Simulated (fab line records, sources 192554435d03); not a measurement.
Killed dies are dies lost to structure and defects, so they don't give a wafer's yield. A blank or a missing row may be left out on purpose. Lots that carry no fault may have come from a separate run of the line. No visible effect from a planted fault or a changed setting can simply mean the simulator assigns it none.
fab line records	flow n5-finfet
record: lots: 24	wafers: 72	last-day: 19
route steps=1938 shown BEOL_M0@743 BEOL_M1@752
lots with no fault: from the same line, run without faults
start-h: the number of hours between the record's first day and the start of the first shown wafer of the lot	wait-h: hours since the lot's step before	" unchanged from the row above	L1.1+2: one row covering several wafers at once	- either no value or no given start	* or withheld: withheld	< > ~ a bound
route shown NAME@n: a module of which the file shows steps, and the number in the route of the first	usual: average and standard deviation across the fault-free wafers	same: alike in all rows	chamber/n: place in a boat	sites: the reading at each site	_std_site: their standard deviation	_edge_site: mean of outer sites minus mean of inner sites	radius-mm: for every site, how far away it sits from the centre of the wafer	mask NAME#n: copy n	behind: the most recent tool/chamber to have shaped the wafer	hold: cause of the lot's hold/its duration in hours/its outcome	device: whichever transistor did not switch (one of n, p or np)	end of line: the same wafers' tests at the end of the route	a step given without rows: its recipe and nothing more	killed: dies that structure and defects cost at the first sort, which is not the same as the wafer's yield	map: shows each die of a wafer: x if killed, . if not, _ if none is there
set.NAME: the setting the step ran with; set.NAME@STEP: the setting that earlier step ran with	model.NAME: the simulator's own value behind a step, which no gauge read
route steps across a sampled set of lots; one table per step, one row per wafer
services: the hour from which a tool's chamber was out of use, counted from the record's first day as start-h (under 0 if before that day), plus the number of hours and why
== steps ==
step: N5_BEOL_M0_CMP_120
recipe: stop-on: SiOC	t-overpolish-s: 6.9	down-force-psi: 1	platen-rpm: 50	clearing-platen-down-force-psi: 1.5	clearing-platen-rpm: 50	post-cmp-clean: cu-alkaline	clearing-platen-pad-velocity-m-s: 0.99484	pad-velocity-m-s: 0.99484
usual: barrier-field-endpoint-s: 3.65/0.099	motor-current-A: 6.2/0.54	overpolish-run-s: 6.901/0.0093	pad-life-wafers: 1244/580	slurry-flow-ml-min: 150.0/0.46	time-to-endpoint-s: 63.1/2.5
lot.wafer	tool	chamber	start-h	wait-h	barrier-field-endpoint-s	motor-current-A	overpolish-run-s	pad-life-wafers	slurry-flow-ml-min	time-to-endpoint-s
L074.1	cmp-03	0	115.80	0.3	3.76	5.6	6.909	1140	149.0	65.8
L074.2	"	3	"	"	3.53	6.2	6.889	1143	150.4	64.4
L074.6	"	0	"	"	3.67	5.8	6.903	-	150.3	66.2
L075.3	cmp-02	3	126.26	0.2	3.59	5.6	6.876	2053	150.4	63.2
L075.2	"	1	"	"	3.57	7.5	6.905	2055	149.7	63.3
L075.5	"	3	"	"	3.54	5.3	6.885	-	150.4	64.3
L077.3	cmp-03	1	136.68	0.2	3.67	6.3	6.906	1309	151.1	61.3
L077.2	"	2	"	"	3.75	6.2	6.901	1310	150.9	59.0
L077.4	"	3	"	"	3.83	6.2	6.905	1311	150.2	62.4
L076.4	cmp-03	2	139.27	0.2	3.70	6.2	6.889	1333	149.6	62.9
L076.1	"	3	"	"	3.60	6.6	6.911	1334	148.9	63.3
L076.5	"	2	"	"	3.55	6.4	6.897	-	149.6	61.7
L078.2	cmp-03	0	143.34	0.2	3.64	5.5	6.895	1375	149.8	62.5
L078.5	"	3	"	"	3.72	6.7	6.891	-	150.4	64.1
L078.6	"	0	"	"	3.79	5.8	6.898	-	150.4	63.6
L079.3	cmp-01	3	144.59	0.2	3.60	6.1	6.906	954	150.7	61.8
L079.1	"	0	"	"	3.47	6.3	6.888	955	149.9	62.0
L079.5	"	0	"	"	3.44	6.3	6.915	-	150.1	61.2
L080.4	cmp-01	2	153.72	0.2	3.89	5.8	6.901	1063	150.6	63.8
L080.5	"	1	"	"	3.70	6.5	6.894	-	149.9	58.7
L080.6	"	2	"	"	3.80	5.8	6.913	-	150.4	63.1
L081.2	cmp-02	1	160.10	0.2	3.66	7.5	6.898	121	149.5	65.6
L081.3	"	2	"	"	3.62	6.6	6.890	122	149.7	65.1
L081.4	"	3	"	"	3.65	5.6	6.918	123	150.5	61.4
L082.2	cmp-01	1	165.79	0.2	3.56	6.9	6.887	1188	150.0	62.3
L082.3	"	2	"	"	3.63	5.7	6.896	1189	149.9	65.9
L082.5	"	2	"	"	3.71	5.8	6.898	-	150.1	66.5
L083.2	cmp-03	0	176.64	0.2	3.67	5.7	6.906	1518	149.7	65.2
L083.3	"	1	"	"	3.77	6.7	6.915	1519	150.4	65.3
L083.5	"	1	"	"	3.72	7.1	6.887	-	149.6	65.1
L085.2	cmp-03	1	183.32	0.2	3.59	6.5	6.912	1591	149.6	59.7
L085.1	"	3	"	"	3.63	6.3	6.890	1593	150.0	61.1
L085.5	"	1	"	"	3.67	6.4	6.915	-	149.8	60.9
L084.3	cmp-02	1	190.02	0.2	3.73	7.5	6.910	355	150.8	64.3
L084.4	"	3	"	"	3.58	5.4	6.899	357	148.6	64.2
L084.5	"	0	"	"	3.71	6.5	6.919	-	150.4	66.5
L087.1	cmp-01	2	194.86	0.3	3.60	5.5	6.899	1459	150.1	65.3
L087.4	"	0	"	"	3.61	6.3	6.908	1461	149.8	64.6
L087.6	"	2	"	"	3.70	6.0	6.888	-	150.4	67.1
L086.1	cmp-03	2	199.28	0.3	3.70	6.1	6.912	1722	149.9	61.6
L086.3	"	3	"	"	3.83	6.6	6.901	1723	149.8	63.6
L086.4	"	0	"	"	3.74	5.4	6.905	1724	150.3	64.7
L088.3	cmp-02	0	209.68	0.2	3.51	6.3	6.904	494	149.7	64.4
L088.2	"	1	"	"	3.64	7.4	6.907	495	149.6	64.6
L088.6	"	2	"	"	3.59	6.5	6.903	-	149.9	64.1
L089.1	cmp-02	3	211.25	0.3	3.49	5.5	6.903	516	150.0	64.2
L089.3	"	0	"	"	3.81	6.8	6.907	517	149.0	67.2
L089.5	"	0	"	"	3.56	6.6	6.887	-	149.2	67.5
L090.2	cmp-02	1	212.17	0.2	3.68	7.3	6.891	522	150.2	61.9
L090.3	"	2	"	"	3.66	6.2	6.915	523	149.6	64.3
L090.1	"	3	"	"	3.76	5.6	6.887	524	149.9	64.3
L091.3	cmp-02	2	220.93	0.3	3.83	6.4	6.914	594	149.8	64.3
L091.4	"	3	"	"	3.70	5.5	6.901	595	149.7	63.3
L091.5	"	3	"	"	3.56	5.7	6.899	-	149.9	58.8
L092.1	cmp-03	3	229.81	0.3	3.69	6.2	6.897	1944	150.2	64.5
L092.3	"	1	"	"	3.69	6.4	6.897	1946	150.1	59.6
L092.4	"	2	"	"	3.50	5.9	6.909	1947	150.2	55.9
L093.4	cmp-03	3	234.03	0.2	3.73	6.1	6.905	1982	150.4	63.6
L093.1	"	0	"	"	3.68	5.5	6.889	1983	149.7	60.6
L093.5	"	2	"	"	3.49	6.2	6.898	-	149.9	59.2
L094.3	cmp-02	3	240.63	0.2	3.49	5.9	6.894	751	150.6	62.0
L094.4	"	1	"	"	3.44	7.6	6.901	753	149.6	63.0
L094.6	"	2	"	"	3.49	6.0	6.886	-	149.7	58.5
L095.3	cmp-03	0	248.07	0.2	3.67	5.7	6.907	2106	149.7	62.6
L095.2	"	3	"	"	3.62	6.5	6.897	2109	149.9	64.6
L095.5	"	0	"	"	3.60	5.4	6.891	-	149.3	61.4
L096.2	cmp-01	1	248.96	0.3	3.52	6.2	6.902	1850	149.9	64.2
L096.3	"	2	"	"	3.74	5.6	6.902	1851	149.5	62.2
L096.5	"	0	"	"	3.66	6.2	6.904	-	149.5	61.3
L097.3	cmp-01	1	254.51	0.2	3.63	6.9	6.907	1909	149.5	59.7
L097.6	"	0	"	"	3.70	6.2	6.914	-	150.0	61.4
L097.5	"	1	"	"	3.60	6.1	6.897	-	150.1	59.9
step: N5_BEOL_M1_THK_MEAS_01
recipe: reads: SiOC_of_BEOL_M1_ILD_DEP_00
usual: M1_ILD_THK: 79.2/1
lot.wafer	tool	chamber	start-h	wait-h	M1_ILD_THK[nm]
L074.1	film-metro-02	-	116.56	0.1	77.3
L074.2	"	-	"	"	78.5
L074.6	"	-	"	"	79.2
L075.2	film-metro-02	-	126.99	0.1	78.8
L075.3	"	-	"	"	78.3
L075.5	"	-	"	"	79.5
L077.2	film-metro-01	-	137.36	0.1	78.7
L077.3	"	-	"	"	78.9
L077.4	"	-	"	"	80.2
L076.1	film-metro-02	-	139.94	0.0	78.3
L076.4	"	-	"	"	80.6
L076.5	"	-	"	"	81.0
L078.2	film-metro-02	-	144.01	0.1	78.1
L078.5	"	-	"	"	79.0
L078.6	"	-	"	"	78.5
L079.1	film-metro-02	-	145.30	0.0	79.6
L079.3	"	-	"	"	78.2
L079.5	"	-	"	"	80.2
L080.4	film-metro-01	-	154.37	0.0	79.7
L080.5	"	-	"	"	78.6
L080.6	"	-	"	"	79.9
L081.2	film-metro-02	-	160.79	0.1	77.7
L081.3	"	-	"	"	78.3
L081.4	"	-	"	"	79.5
L082.2	film-metro-01	-	166.48	0.1	77.2
L082.3	"	-	"	"	78.6
L082.5	"	-	"	"	78.3
L083.2	film-metro-01	-	177.35	0.1	78.8
L083.3	"	-	"	"	77.5
L083.5	"	-	"	"	80.0
L085.1	film-metro-01	-	183.97	0.1	78.4
L085.2	"	-	"	"	77.6
L085.5	"	-	"	"	79.5
L084.3	film-metro-02	-	190.70	0.1	79.2
L084.4	"	-	"	"	81.1
L084.5	"	-	"	"	81.3
L087.1	film-metro-02	-	195.51	0.0	78.2
L087.4	"	-	"	"	79.6
L087.6	"	-	"	"	79.4
L086.1	film-metro-01	-	199.96	0.0	77.4
L086.3	"	-	"	"	79.2
L086.4	"	-	"	"	78.6
L088.2	film-metro-01	-	210.33	0.1	78.3
L088.3	"	-	"	"	79.9
L088.6	"	-	"	"	80.0
L089.1	film-metro-02	-	211.94	0.0	78.6
L089.3	"	-	"	"	78.0
L089.5	"	-	"	"	79.3
L090.1	film-metro-02	-	212.88	0.1	79.7
L090.2	"	-	"	"	79.5
L090.3	"	-	"	"	80.8
L091.3	film-metro-01	-	221.74	0.1	80.3
L091.4	"	-	"	"	80.5
L091.5	"	-	"	"	80.8
L092.1	film-metro-02	-	230.58	0.0	78.7
L092.3	"	-	"	"	79.5
L092.4	"	-	"	"	80.1
L093.1	film-metro-02	-	234.71	0.1	78.4
L093.4	"	-	"	"	79.6
L093.5	"	-	"	"	79.1
L094.3	film-metro-02	-	241.28	0.1	77.5
L094.4	"	-	"	"	79.7
L094.6	"	-	"	"	78.7
L095.2	film-metro-02	-	248.76	0.1	77.7
L095.3	"	-	"	"	78.8
L095.5	"	-	"	"	80.7
L096.2	film-metro-02	-	249.57	0.1	78.4
L096.3	"	-	"	"	78.6
L096.5	"	-	"	"	80.8
L097.3	film-metro-01	-	255.16	0.1	78.8
L097.5	"	-	"	"	79.9
L097.6	"	-	"	"	80.3
step: N5_BEOL_M1_OVL_MEAS_12
recipe: points-per-wafer: 522
usual: M1_OVL: 0.3/0.61
same: points-per-wafer: 522
lot.wafer	tool	chamber	start-h	wait-h	M1_OVL[nm]
L074.1	overlay-02	0	117.55	0.0	-0.1
L074.2	"	0	"	"	-0.4
L074.6	"	0	"	"	0.4
L075.2	overlay-02	0	129.59	0.0	0.1
L075.3	"	0	"	"	0.3
L075.5	"	0	"	"	-0.1
L077.2	overlay-01	0	138.44	0.0	0.5
L077.3	"	0	"	"	1.0
L077.4	"	0	"	"	1.0
L076.1	overlay-01	0	141.55	0.0	1.3
L076.4	"	0	"	"	0.7
L076.5	"	0	"	"	-0.1
L078.2	overlay-01	0	145.20	0.0	0.2
L078.5	"	0	"	"	0.6
L078.6	"	0	"	"	-0.4
L079.1	overlay-02	0	147.06	0.0	0.3
L079.3	"	0	"	"	-0.3
L079.5	"	0	"	"	1.2
L080.4	overlay-01	0	156.76	0.0	0.1
L080.5	"	0	"	"	0.9
L080.6	"	0	"	"	0.7
L081.2	overlay-02	0	163.75	0.0	-0.8
L081.3	"	0	"	"	-0.4
L081.4	"	0	"	"	-0.3
L082.2	overlay-01	0	169.85	0.0	0.3
L082.3	"	0	"	"	-0.6
L082.5	"	0	"	"	0.4
L083.2	overlay-01	0	178.08	0.0	0.6
L083.3	"	0	"	"	-0.3
L083.5	"	0	"	"	0.1
L085.1	overlay-01	0	185.18	0.0	0.0
L085.2	"	0	"	"	0.2
L085.5	"	0	"	"	-0.1
L084.3	overlay-01	0	193.23	0.0	-0.3
L084.4	"	0	"	"	0.3
L084.5	"	0	"	"	1.0
L087.1	overlay-01	0	197.01	0.0	-0.7
L087.4	"	0	"	"	-0.8
L087.6	"	0	"	"	-1.2
L086.1	overlay-02	0	203.51	0.0	-0.1
L086.3	"	0	"	"	0.4
L086.4	"	0	"	"	0.8
L088.2	overlay-02	0	211.47	0.0	-0.5
L088.3	"	0	"	"	0.0
L088.6	"	0	"	"	0.8
L089.1	overlay-01	0	213.31	0.0	-0.4
L089.3	"	0	"	"	0.0
L089.5	"	0	"	"	0.8
L090.1	overlay-01	0	213.73	0.0	1.0
L090.2	"	0	"	"	1.5
L090.3	"	0	"	"	-0.5
L091.3	overlay-02	0	224.29	0.0	0.0
L091.4	"	0	"	"	-0.2
L091.5	"	0	"	"	-0.4
L092.1	overlay-02	0	233.00	0.0	-0.2
L092.3	"	0	"	"	0.3
L092.4	"	0	"	"	-0.2
L093.1	overlay-01	0	236.57	0.0	1.4
L093.4	"	0	"	"	0.6
L093.5	"	0	"	"	0.8
L094.3	overlay-02	0	243.45	0.0	0.6
L094.4	"	0	"	"	0.6
L094.6	"	0	"	"	0.6
L095.2	overlay-01	0	251.63	0.0	0.7
L095.3	"	0	"	"	0.8
L095.5	"	0	"	"	0.1
L096.2	overlay-02	0	251.89	0.0	0.7
L096.3	"	0	"	"	0.4
L096.5	"	0	"	"	0.5
L097.3	overlay-02	0	257.99	0.0	0.5
L097.5	"	0	"	"	0.3
L097.6	"	0	"	"	0.5
step: N5_BEOL_M1_STRIP_66
recipe: chemistry: CF4	resist: SiARC	power-w: 300	bias-power-w: 75	pressure-mtorr: 50	cf4-flow-sccm: 150	rf-frequency-hz: 6e+07
usual: drypump-motor-current-A: 5.6/0.47	oes-product-au: 0.78/0.083	rf-vpp-V: 271.1/1.7	showerhead-plenum-p-Torr: 1.79/0.068	throttle-valve-pct: 13.58/0.23
lot.wafer	tool	chamber	start-h	wait-h	drypump-motor-current-A	oes-product-au	rf-hours-counter-h	rf-vpp-V	showerhead-plenum-p-Torr	throttle-valve-pct
L074.1	rie-diel-06	3	117.85	0.0	5.4	0.91	19	273.2	1.90	13.10
L074.2	"	0	"	"	5.9	0.95	8	269.0	1.76	13.40
L074.6	"	0	"	"	5.9	0.95	-	268.6	1.76	13.41
L075.2	rie-diel-02	2	129.89	0.0	5.7	0.75	152	271.9	1.87	13.49
L075.3	"	0	"	"	4.6	0.68	236	273.2	1.84	13.86
L075.5	"	3	"	"	5.9	0.75	-	271.5	1.81	13.36
L077.2	rie-diel-02	2	138.73	0.0	5.6	0.74	155	273.0	1.87	13.50
L077.3	"	0	"	"	4.6	0.68	238	272.1	1.84	13.86
L077.4	"	3	"	"	5.9	0.74	130	271.6	1.80	13.36
L076.1	rie-diel-03	1	142.24	0.0	5.5	0.92	22	270.3	1.83	13.38
L076.4	"	2	"	"	6.3	0.70	213	271.9	1.85	13.85
L076.5	"	0	"	"	5.5	0.78	-	270.5	1.80	13.58
L078.2	rie-diel-06	2	145.50	0.0	6.2	0.79	109	269.7	1.67	13.47
L078.5	"	2	"	"	6.2	0.79	-	269.1	1.67	13.45
L078.6	"	1	"	"	5.1	0.71	-	270.2	1.71	13.91
L079.1	rie-diel-06	1	147.47	0.0	5.1	0.71	213	268.0	1.71	13.92
L079.3	"	3	"	"	5.4	0.88	29	273.2	1.90	13.13
L079.5	"	1	"	"	5.1	0.71	-	268.1	1.71	13.90
L080.4	rie-diel-02	3	157.30	0.0	5.9	0.73	136	271.1	1.80	13.39
L080.5	"	0	"	"	4.7	0.68	-	271.2	1.84	13.87
L080.6	"	3	"	"	5.9	0.73	-	270.6	1.80	13.41
L081.2	rie-diel-06	3	164.04	0.0	5.4	0.88	34	275.3	1.90	13.14
L081.3	"	2	"	"	6.2	0.78	116	267.7	1.67	13.48
L081.4	"	1	"	"	5.1	0.70	219	269.5	1.71	13.92
L082.2	rie-diel-03	3	170.14	0.0	5.9	0.74	170	270.6	1.79	13.67
L082.3	"	1	"	"	5.6	0.90	32	273.8	1.83	13.41
L082.5	"	3	"	"	5.9	0.74	-	272.1	1.79	13.68
L083.2	rie-diel-03	2	178.38	0.0	6.3	0.70	224	272.2	1.84	13.88
L083.3	"	1	"	"	5.5	0.89	34	271.1	1.83	13.42
L083.5	"	1	"	"	5.6	0.89	-	271.9	1.83	13.39
L085.1	rie-diel-06	1	185.54	0.0	5.1	0.71	225	269.2	1.71	13.92
L085.2	"	2	"	"	6.2	0.78	122	269.3	1.66	13.49
L085.5	"	1	"	"	5.1	0.70	-	268.5	1.71	13.91
L084.3	rie-diel-03	0	193.92	0.0	5.5	0.76	137	272.2	1.79	13.60
L084.4	"	2	"	"	6.3	0.70	230	273.1	1.84	13.87
L084.5	"	2	"	"	6.3	0.70	-	271.6	1.84	13.87
L087.1	rie-diel-03	0	197.66	0.0	5.5	0.76	138	272.0	1.79	13.61
L087.4	"	2	"	"	6.4	0.70	-	273.0	1.84	13.89
L087.6	"	3	"	"	5.9	0.73	-	272.0	1.79	13.68
L086.1	rie-diel-06	0	203.98	0.0	5.9	0.90	33	270.0	1.76	13.46
L086.3	"	1	"	"	5.1	0.69	230	268.1	1.70	13.93
L086.4	"	2	"	"	6.2	0.77	127	268.7	1.66	13.51
L088.2	rie-diel-02	3	211.85	0.0	5.9	0.72	156	270.6	1.80	13.44
L088.3	"	2	"	"	5.6	0.72	183	272.5	1.86	13.56
L088.6	"	3	"	"	5.9	0.72	-	272.9	1.80	13.43
L089.1	rie-diel-03	3	213.61	0.0	5.9	0.73	183	271.3	1.79	13.72
L089.3	"	2	"	"	6.4	0.69	235	271.5	1.84	13.89
L089.5	"	0	"	"	5.5	0.76	-	271.0	1.79	13.60
L090.1	rie-diel-03	3	214.03	0.0	5.9	0.72	183	271.4	1.79	13.70
L090.2	"	0	"	"	5.5	0.75	142	269.9	1.79	13.62
L090.3	"	2	"	"	6.3	0.70	236	271.8	1.84	13.89
L091.3	rie-diel-06	2	224.57	0.0	6.2	0.77	133	266.9	1.66	13.53
L091.4	"	3	"	"	5.4	0.86	50	273.6	1.89	13.17
L091.5	"	2	"	"	6.2	0.77	-	269.7	1.66	13.51
L092.1	rie-diel-02	1	233.66	0.0	5.0	0.69	249	271.3	1.84	13.78
L092.3	"	0	"	"	4.7	0.95	10	272.5	1.83	13.35
L092.4	"	3	"	"	5.9	0.72	163	271.2	1.80	13.46
L093.1	rie-diel-03	2	236.87	0.0	6.3	0.68	240	271.9	1.84	13.89
L093.4	"	3	"	"	5.9	0.72	190	271.4	1.79	13.73
L093.5	"	2	"	"	6.3	0.69	-	272.4	1.84	13.91
L094.3	rie-diel-06	1	243.81	0.0	5.1	0.69	242	268.7	1.70	13.95
L094.4	"	3	"	"	5.4	0.84	56	272.3	1.89	13.20
L094.6	"	2	"	"	6.2	0.77	-	267.1	1.66	13.53
L095.2	rie-diel-06	0	251.92	0.0	5.9	0.87	49	272.4	1.75	13.50
L095.3	"	3	"	"	5.4	0.83	59	273.1	1.89	13.18
L095.5	"	1	"	"	5.1	0.69	-	268.5	1.70	13.96
L096.2	rie-diel-02	2	252.18	0.0	5.7	0.71	197	270.1	1.86	13.59
L096.3	"	3	"	"	5.9	0.71	170	270.5	1.79	13.46
L096.5	"	3	"	"	5.9	0.70	-	271.9	1.79	13.45
L097.3	rie-diel-06	1	258.28	0.0	5.1	0.68	247	268.3	1.70	13.99
L097.5	"	3	"	"	5.4	0.83	-	273.1	1.89	13.20
L097.6	"	2	"	"	6.2	0.76	-	269.0	1.66	13.56
step: N5_BEOL_M1_HM_OPEN_17
recipe: chemistry: Cl2/BCl3	target-depth-a: 200	overetch-a: 60	target: TiN	mask-material: SOC	ion-energy-ev: 150	pressure-mtorr: 10	icp-w: 1000	bias-w: 126	Cl2_flow_sccm: 53.25	bcl3-flow-sccm: 21.75	Ar_flow_sccm: 25
usual: drypump-motor-current-A: 5.5/0.44	oes-product-au: 0.66/0.079	throttle-valve-pct: 22.08/0.15
lot.wafer	tool	chamber	start-h	wait-h	drypump-motor-current-A	oes-product-au	rf-hours-counter-h	throttle-valve-pct
L074.1	rie-metal-02	1	117.89	0.0	5.8	0.73	21	21.93
L074.2	"	0	"	"	4.9	0.65	46	22.18
L074.6	"	0	"	"	4.9	0.66	-	22.17
L075.2	rie-metal-02	1	129.93	0.0	5.7	0.73	22	21.94
L075.3	"	1	"	"	5.7	0.73	-	21.93
L075.5	"	1	"	"	5.7	0.73	-	21.94
L077.2	rie-metal-01	1	138.78	0.0	5.3	0.80	1	21.88
L077.3	"	1	"	"	5.3	0.79	-	21.89
L077.4	"	0	"	"	6.2	0.57	-	22.27
L076.1	rie-metal-02	1	142.28	0.0	5.8	0.72	23	21.95
L076.4	"	1	"	"	5.7	0.72	-	21.95
L076.5	"	0	"	"	4.9	0.65	-	22.18
L078.2	rie-metal-02	1	145.54	0.0	5.8	0.72	24	21.97
L078.5	"	0	"	"	4.9	0.64	-	22.19
L078.6	"	1	"	"	5.8	0.72	-	21.94
L079.1	rie-metal-02	1	147.51	0.0	5.8	0.71	24	21.97
L079.3	"	0	"	"	4.9	0.63	-	22.20
L079.5	"	1	"	"	5.7	0.72	-	21.96
L080.4	rie-metal-01	1	157.37	0.1	5.3	0.77	-	21.88
L080.5	"	0	"	"	6.2	0.57	-	22.28
L080.6	"	1	"	"	5.3	0.77	-	21.91
L081.2	rie-metal-02	0	164.08	0.0	4.9	0.63	51	22.21
L081.3	"	0	"	"	4.9	0.64	-	22.19
L081.4	"	1	"	"	5.8	0.71	-	21.96
L082.2	rie-metal-03	1	170.18	0.0	5.9	0.60	66	22.08
L082.3	"	1	"	"	5.8	0.61	-	22.10
L082.5	"	1	"	"	5.9	0.61	-	22.10
L083.2	rie-metal-02	1	178.42	0.0	5.8	0.69	29	21.97
L083.3	"	1	"	"	5.8	0.69	-	21.99
L083.5	"	0	"	"	4.9	0.62	-	22.21
L085.1	rie-metal-01	1	185.58	0.0	5.3	0.75	7	21.90
L085.2	"	0	"	"	6.1	0.57	91	22.29
L085.5	"	0	"	"	6.2	0.56	-	22.28
L084.3	rie-metal-01	1	193.99	0.1	5.3	0.76	-	21.93
L084.4	"	0	"	"	6.2	0.56	-	22.31
L084.5	"	0	"	"	6.2	0.57	-	22.29
L087.1	rie-metal-01	0	197.71	0.0	6.2	0.56	92	22.30
L087.4	"	0	"	"	6.2	0.56	-	22.29
L087.6	"	0	"	"	6.1	0.56	-	22.28
L086.1	rie-metal-02	1	204.02	0.0	5.7	0.70	31	21.97
L086.3	"	0	"	"	4.9	0.63	-	22.20
L086.4	"	1	"	"	5.7	0.70	-	21.99
L088.2	rie-metal-03	1	211.92	0.1	5.8	0.58	-	22.11
L088.3	"	1	"	"	5.8	0.59	-	22.12
L088.6	"	1	"	"	5.8	0.59	-	22.13
L089.1	rie-metal-01	0	213.65	0.0	6.1	0.56	94	22.28
L089.3	"	1	"	"	5.3	0.74	-	21.93
L089.5	"	0	"	"	6.2	0.56	-	22.29
L090.1	rie-metal-02	1	214.07	0.0	5.7	0.69	32	21.98
L090.2	"	0	"	"	4.9	0.63	56	22.20
L090.3	"	1	"	"	5.8	0.70	-	21.98
L091.3	rie-metal-02	0	224.65	0.1	4.9	0.62	-	22.22
L091.4	"	1	"	"	5.8	0.68	-	21.98
L091.5	"	0	"	"	4.9	0.62	-	22.23
L092.1	rie-metal-02	0	233.70	0.0	4.9	0.62	57	22.22
L092.3	"	0	"	"	4.9	0.62	-	22.22
L092.4	"	1	"	"	5.8	0.68	-	21.98
L093.1	rie-metal-03	1	236.99	0.1	5.8	0.58	73	22.13
L093.4	"	1	"	"	5.8	0.58	-	22.11
L093.5	"	0	"	"	5.7	0.82	-	21.85
L094.3	rie-metal-03	0	243.88	0.1	5.7	0.81	-	21.85
L094.4	"	1	"	"	5.8	0.58	-	22.12
L094.6	"	0	"	"	5.7	0.82	-	21.85
L095.2	rie-metal-01	0	251.96	0.0	6.1	0.56	99	22.29
L095.3	"	1	"	"	5.3	0.72	-	21.93
L095.5	"	0	"	"	6.1	0.55	-	22.30
L096.2	rie-metal-01	0	252.22	0.0	6.2	0.56	99	22.30
L096.3	"	0	"	"	6.2	0.55	-	22.31
L096.5	"	1	"	"	5.3	0.72	-	21.93
L097.3	rie-metal-03	1	258.35	0.1	5.8	0.58	-	22.13
L097.5	"	0	"	"	5.6	0.79	-	21.88
L097.6	"	1	"	"	5.8	0.58	-	22.12
step: N5_BEOL_M1_CD_MEAS_18
recipe: pitch-nm: 36	target-cd-nm: 18
usual: cd-nm: 18.03/0.29
lot.wafer	tool	chamber	start-h	wait-h	cd-nm
L074.1	cd-sem-03	-	118.07	0.0	18.33
L074.2	"	-	"	"	18.74
L074.6	"	-	"	"	18.03
L075.2	cd-sem-03	-	130.12	0.1	17.55
L075.3	"	-	"	"	17.98
L075.5	"	-	"	"	17.58
L077.2	cd-sem-03	-	138.96	0.1	18.42
L077.3	"	-	"	"	18.10
L077.4	"	-	"	"	17.91
L076.1	cd-sem-03	-	142.49	0.0	17.95
L076.4	"	-	"	"	17.49
L076.5	"	-	"	"	18.05
L078.2	cd-sem-01	-	145.81	0.1	18.06
L078.5	"	-	"	"	17.99
L078.6	"	-	"	"	17.60
L079.1	cd-sem-02	-	147.71	0.0	18.17
L079.3	"	-	"	"	18.57
L079.5	"	-	"	"	18.47
L080.4	cd-sem-02	-	157.53	0.1	18.44
L080.5	"	-	"	"	17.87
L080.6	"	-	"	"	18.54
L081.2	cd-sem-01	-	164.26	0.1	18.26
L081.3	"	-	"	"	17.86
L081.4	"	-	"	"	18.20
L082.2	cd-sem-03	-	170.37	0.1	17.79
L082.3	"	-	"	"	18.13
L082.5	"	-	"	"	17.75
L083.2	cd-sem-03	-	178.62	0.1	17.71
L083.3	"	-	"	"	18.16
L083.5	"	-	"	"	18.34
L085.1	cd-sem-02	-	185.79	0.0	17.85
L085.2	"	-	"	"	17.91
L085.5	"	-	"	"	17.72
L084.3	cd-sem-01	-	194.15	0.1	18.38
L084.4	"	-	"	"	18.64
L084.5	"	-	"	"	18.04
L087.1	cd-sem-01	-	197.98	0.0	17.80
L087.4	"	-	"	"	17.93
L087.6	"	-	"	"	17.78
L086.1	cd-sem-02	-	204.20	0.0	18.15
L086.3	"	-	"	"	18.07
L086.4	"	-	"	"	18.08
L088.2	cd-sem-01	-	212.16	0.1	17.90
L088.3	"	-	"	"	17.64
L088.6	"	-	"	"	18.09
L089.1	cd-sem-03	-	213.83	0.0	18.00
L089.3	"	-	"	"	18.04
L089.5	"	-	"	"	17.83
L090.1	cd-sem-03	-	214.25	0.0	17.69
L090.2	"	-	"	"	17.93
L090.3	"	-	"	"	17.76
L091.3	cd-sem-03	-	224.80	0.1	18.01
L091.4	"	-	"	"	18.53
L091.5	"	-	"	"	17.82
L092.1	cd-sem-01	-	234.00	0.1	18.74
L092.3	"	-	"	"	18.10
L092.4	"	-	"	"	18.11
L093.1	cd-sem-02	-	237.18	0.1	18.24
L093.4	"	-	"	"	17.53
L093.5	"	-	"	"	17.61
L094.3	cd-sem-01	-	244.03	0.1	17.94
L094.4	"	-	"	"	18.67
L094.6	"	-	"	"	17.91
L095.2	cd-sem-03	-	252.14	0.1	17.81
L095.3	"	-	"	"	18.52
L095.5	"	-	"	"	17.73
L096.2	cd-sem-01	-	252.40	0.1	17.78
L096.3	"	-	"	"	17.65
L096.5	"	-	"	"	17.96
L097.3	cd-sem-01	-	258.66	0.1	18.03
L097.5	"	-	"	"	18.15
L097.6	"	-	"	"	17.99
== services ==
tool	chamber	start-h	hours	kind
rie-diel-03	1	98.65	2.6	repair
rie-diel-03	1	111.75	7.1	repair
rie-diel-03	0	112.81	4.5	repair
cmp-01	-	113.03	5.0	repair
cmp-02	-	130.38	4.4	pm
cmp-02	-	138.87	4.0	pm
cmp-03	-	140.62	0.4	repair
cmp-01	-	143.04	0.4	repair
cmp-03	-	144.66	6.4	pm
cmp-02	-	148.52	5.7	repair
rie-metal-02	0	148.55	9.0	repair
cmp-01	-	150.96	1.3	repair
cmp-03	-	152.54	0.2	repair
cmp-03	-	154.43	4.8	pm
cmp-03	-	161.85	6.4	repair
cmp-01	-	210.55	4.1	pm
rie-diel-03	-	210.92	0.5	repair
rie-diel-03	2	224.74	5.5	repair
cmp-03	-	226.24	1.2	repair
rie-metal-02	-	236.05	14.6	pm
rie-diel-03	3	237.13	57.4	repair
cmp-03	-	248.30	4.0	pm
cmp-03	-	252.82	19.2	pm
cmp-01	-	252.97	0.3	repair
== key ==
fault none
